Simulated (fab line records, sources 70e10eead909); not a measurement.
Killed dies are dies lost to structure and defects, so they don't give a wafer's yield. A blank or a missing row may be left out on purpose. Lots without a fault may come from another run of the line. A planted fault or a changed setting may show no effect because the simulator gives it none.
Which tool did it? | flow nand_harc | 6 lots, 17 wafers sampled, at 5 steps of a route of 1159

WHAT THE GAUGES READ, wafer by wafer
NHARC_END_SORT_01.
lot  | measured     | on        | killed_at_array
L786 | day 21 09:08 | prober-01 | 89 24

WHICH TOOL RAN EACH LOT (tool, then ch and the chambers of the sampled wafers, then the start)
lot  | NHARC_A_CONTACT_ETCH_49            | NHARC_A_CONTACT_ETCH_117             | NHARC_A_CONTACT_ETCH_118             | NHARC_A_CONTACT_ETCH_123
L784 | rie_diel-09 ch 0,1,2, day 16 09:01 | har_cap_etch-01 ch 0,1, day 16 10:40 | har_cap_etch-01 ch 0,1, day 16 10:46 | har_cap_etch-01 ch 0,1, day 16 11:13
L786 | rie_diel-09 ch 0,1, day 18 01:25   | har_cap_etch-02 ch 1, day 18 03:22   | har_cap_etch-02 ch 1, day 18 03:29   | har_cap_etch-02 ch 1, day 18 04:05
L796 | rie_diel-03 ch 1,2, day 19 07:59   | har_cap_etch-03 ch 0,1, day 19 10:50 | har_cap_etch-03 ch 0,1, day 19 10:59 | har_cap_etch-03 ch 0,1, day 19 11:57
L799 | rie_diel-03 ch 0,2,3, day 20 14:17 | har_cap_etch-01 ch 0,1, day 20 15:58 | har_cap_etch-01 ch 0,1, day 20 16:04 | har_cap_etch-01 ch 0,1, day 20 16:34
L802 | rie_diel-09 ch 0,1, day 21 08:32   | har_cap_etch-02 ch 0,1, day 21 10:17 | har_cap_etch-02 ch 0,1, day 21 10:23 | har_cap_etch-02 ch 0,1, day 21 10:50
L803 | rie_diel-09 ch 0,3, day 21 13:40   | har_cap_etch-02 ch 0,1, day 21 15:25 | har_cap_etch-02 ch 0,1, day 21 15:30 | har_cap_etch-02 ch 0,1, day 21 16:02
- NHARC_A_CONTACT_ETCH_49: etches the open film in N2/H2, target depth 260 nm, time 475.3 s.
- NHARC_A_CONTACT_ETCH_117: etches the open film in C4F8/O2/Ar, time 94 s, target depth 922 nm.
- NHARC_A_CONTACT_ETCH_118: etches the open film in C4F8/O2/Ar, time 94 s, target depth 922 nm.
- NHARC_A_CONTACT_ETCH_123: etches the open film in C4F8/O2/Ar, time 253 s, target depth 1090 nm.

THE ANSWER, worked out from the rows above alone
Rule: what is usual is taken from the lots themselves. Put in order of their means at a reading, lots are off if they are a third of the lots or fewer, leave a main group of 4 or more, and stand apart from it by a gap of 3 or more times the standard deviation of the main group's means; of several such gaps the widest counts. A main group whose means are all the same, to the digits that the tables above print for the reading, isn't used. A lot without any number at a reading at which 4 lots or more have one is off too. The other lots that the step has rows for count as sound.
No lot is off at any reading shown: from this, nothing can be told.

WHAT THE SIMULATOR HAD PUT IN
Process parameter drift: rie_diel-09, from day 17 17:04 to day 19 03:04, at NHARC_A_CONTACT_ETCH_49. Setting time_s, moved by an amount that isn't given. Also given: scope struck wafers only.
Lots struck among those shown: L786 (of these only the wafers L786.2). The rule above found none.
